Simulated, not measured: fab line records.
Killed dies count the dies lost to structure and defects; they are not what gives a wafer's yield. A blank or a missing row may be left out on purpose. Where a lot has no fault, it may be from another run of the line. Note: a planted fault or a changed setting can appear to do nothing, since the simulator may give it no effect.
Lot-split experiment | flow n5 finfet | 21 wafers read from 7 lots, route of 1938 steps

== THE SPLIT ==
At N5_SD_EPI_N_EPI_21 (deposits Si:P, time 690 s), the setting epi growth time s was moved away from the recipe's 690 s on 6 of the 21 wafers read, by -10.1% to +9.3%. For the rest of the wafers, this setting stayed at what the recipe calls for.

== FROM THE SPLIT TO THE READING: what the file shows between them, 4 steps ==
- N5_SD_EPI_P_COAT_34: time 60 s, resist thk 350 nm (also split here: spin rpm)
- N5_SD_EPI_P_COAT_35: time 60 s, resist thk 35 nm
- N5_SD_EPI_P_COAT_03: resist thk 150 nm
- N5_SD_EPI_P_EPI_21: deposits SiGe:B, time 355 s

== THE READING ==
Si-P_of_SD_EPI_N_EPI_21.thk nm (the simulator's own value, which no gauge read), in nm, at N5_SD_EPI_P_HM_STRIP_48 (strips SiNx in H3PO4, material SiNx, target depth 3 nm). The file does not state a usual value for it. The 15 wafers here that ran the recipe average 58.2 nm, standard deviation 0.99 nm.

wafer  | tool, chamber at the split | epi growth time s as run, s | against the recipe | Si-P_of_SD_EPI_N_EPI_21.thk nm, nm | against lot-mates on the recipe
L074.3 | epi rpcvd-04, 0            | 690                         | recipe             | 59.6                               | -
L074.5 | epi rpcvd-04, 0            | 690                         | recipe             | 59.4                               | -
L074.6 | epi rpcvd-04, 0            | 690                         | recipe             | 59                                 | -
L078.1 | epi rpcvd-04, 0            | 620.2                       | -10.1%             | 53.8                               | -3.8
L078.2 | epi rpcvd-04, 0            | 690                         | recipe             | 57.6                               | -
L078.4 | epi rpcvd-04, 0            | 620.2                       | -10.1%             | 54.4                               | -3.2
L082.4 | epi rpcvd-04, 0            | 754.4                       | +9.3%              | 63.6                               | +5.0
L082.5 | epi rpcvd-04, 0            | 690                         | recipe             | 58.6                               | -
L082.6 | epi rpcvd-04, 0            | 754.4                       | +9.3%              | 62.4                               | +3.8
L084.1 | epi rpcvd-01, 0            | 690                         | recipe             | 59.8                               | -
L084.4 | epi rpcvd-01, 0            | 748                         | +8.4%              | 62.6                               | +3.0
L084.6 | epi rpcvd-01, 0            | 690                         | recipe             | 59.4                               | -
L089.1 | epi rpcvd-04, 0            | 690                         | recipe             | 58                                 | -
L089.4 | epi rpcvd-04, 0            | 690                         | recipe             | 57.4                               | -
L089.5 | epi rpcvd-04, 0            | 690                         | recipe             | 57.6                               | -
L092.2 | epi rpcvd-01, 0            | 653.8                       | -5.2%              | 56                                 | -1.1
L092.3 | epi rpcvd-01, 0            | 690                         | recipe             | 57                                 | -
L092.6 | epi rpcvd-01, 0            | 690                         | recipe             | 57.2                               | -
L097.1 | epi rpcvd-04, 0            | 690                         | recipe             | 57                                 | -
L097.3 | epi rpcvd-04, 0            | 690                         | recipe             | 57.2                               | -
L097.6 | epi rpcvd-04, 0            | 690                         | recipe             | 57.6                               | -

FIT RESULTS
A straight line over all 21 wafers: Si-P_of_SD_EPI_N_EPI_21.thk nm changes by +0.463 nm for each +1% of epi growth time s; r = +0.93; the points scatter about the line by 0.94 nm.
The same after taking each lot's own level away (the mean of its wafers on the recipe; 21 wafers): +0.385 nm for each +1%; r = +0.98; scatter 0.44 nm.
According to that fit, moving epi growth time s by its largest amount changes the reading by 3.9 nm.
Measured against the standard deviation above, the lots' own levels, which go from 57.10 to 59.60 nm, span 2.5 times it.
In other words, the slope is changed by the lot-to-lot level; the two fits disagree.
Check: -3.73 nm against its lot-mates is what the line predicts for one of the wafers moved furthest among these (-10.1%) when that wafer is left out of the fit. It came out at -3.8 nm against them.

== FURTHER SPLITS ON THESE WAFERS ==
Other splits were also applied to these wafers ahead of the reading. Each is held against what the fit with the lots' levels taken away leaves over:
other split on the same wafers          | wafers away from the commonest value | r with Si-P_of_SD_EPI_N_EPI_21.thk nm (lot level and that fit taken away)
N5_ZERO_LAYER_COAT_05 spin rpm          | 6                                    | +0.28
N5_ZERO_LAYER_DEVELOP_10 develop time s | 8                                    | +0.11
N5_FIN_SAQP_PEB_14 peb time s           | 9                                    | +0.06
N5_FIN_CUT_EXPOSE_05 dose mj            | 7                                    | +0.11
N5_DUMMY_GATE_COAT_28 spin rpm          | 10                                   | -0.04
N5_SD_EPI_P_COAT_34 spin rpm            | 7                                    | +0.22

== THE WHOLE CHAIN: every reading that the file lists as answering this split, in the file's order ==
step                    | what it does                                           | reading                                                                         | change (the file's fit)               | r (the file's)
N5_SD_EPI_N_EPI_21      | deposits Si:P, time 690 s                              | Si-P_of_SD_EPI_N_EPI_21.thk nm (the simulator's own value, which no gauge read) | +0.365 nm for each +1% of the setting | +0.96
N5_SD_EPI_P_HM_STRIP_48 | strips SiNx in H3PO4, material SiNx, target depth 3 nm | Si-P_of_SD_EPI_N_EPI_21.thk nm (the simulator's own value, which no gauge read) | +0.374 nm for each +1% of the setting | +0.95

== THE FILE'S OWN FIT ==
Si-P_of_SD_EPI_N_EPI_21.thk nm changes by +0.374 nm for each +1% of epi growth time s, r = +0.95.
